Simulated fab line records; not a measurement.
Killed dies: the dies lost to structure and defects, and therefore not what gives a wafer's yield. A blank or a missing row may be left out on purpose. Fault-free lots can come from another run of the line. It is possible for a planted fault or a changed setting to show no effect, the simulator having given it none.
Chamber matching + flow nand-harc + NHARC_P_M2_PRE_CLEAN_32 on pecvd-04 has 3 sister chambers
The step time 12 s. 3 wafers are shown with their chamber, then 10 later ones without.

## WAFERS PAIRED WITH THEIR CHAMBERS
| wafer  | chamber | heater-power-outer-w (W) |
|--------|---------|--------------------------|
| L081.2 | 0       | 286                      |
| L091.1 | 2       | 369                      |
| L091.3 | 1       | 368                      |

## WAFERS WITH NO CHAMBER GIVEN
| wafer  | heater-power-outer-w (W) |
|--------|--------------------------|
| L091.4 | 385                      |
| L093.2 | 375                      |
| L093.4 | 215                      |
| L093.5 | 383                      |
| L095.1 | 195                      |
| L095.3 | 424                      |
| L095.5 | 444                      |
| L096.1 | 392                      |
| L096.3 | 304                      |
| L096.4 | 302                      |

## WHICH CHAMBER EACH ONE RAN IN
| wafer  | from the rows above          | in truth |
|--------|------------------------------|----------|
| L091.4 | can't be placed: 2 or 1 or 0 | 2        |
| L093.2 | can't be placed: 2 or 1 or 0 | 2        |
| L093.4 | can't be placed: 0 or 1 or 2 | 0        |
| L093.5 | can't be placed: 2 or 1 or 0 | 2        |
| L095.1 | can't be placed: 0 or 1 or 2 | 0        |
| L095.3 | can't be placed: 2 or 1 or 0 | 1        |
| L095.5 | can't be placed: 2 or 1 or 0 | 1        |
| L096.1 | can't be placed: 2 or 1 or 0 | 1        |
| L096.3 | can't be placed: 0 or 1 or 2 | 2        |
| L096.4 | can't be placed: 0 or 1 or 2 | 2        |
Correct placement for 0 of the 10. From these rows, 10 cannot be placed; in 10 the true chamber is one of the candidates. Placed wrongly: 0.
How it was worked out, from the rows above alone: a wafer's distance from a chamber is the root of the sum, over the readings, of the square of ((its reading less the chamber's mean) divided by the reading's scatter). If the next closest chamber is less than 2 further off than the closest, the wafer can't be placed; otherwise it belongs to the closest. A chamber's mean is the mean of its shown wafers. The scatter: with one shown wafer a chamber, the root of the mean of the squares of how far each hidden wafer lies from its nearest shown one.
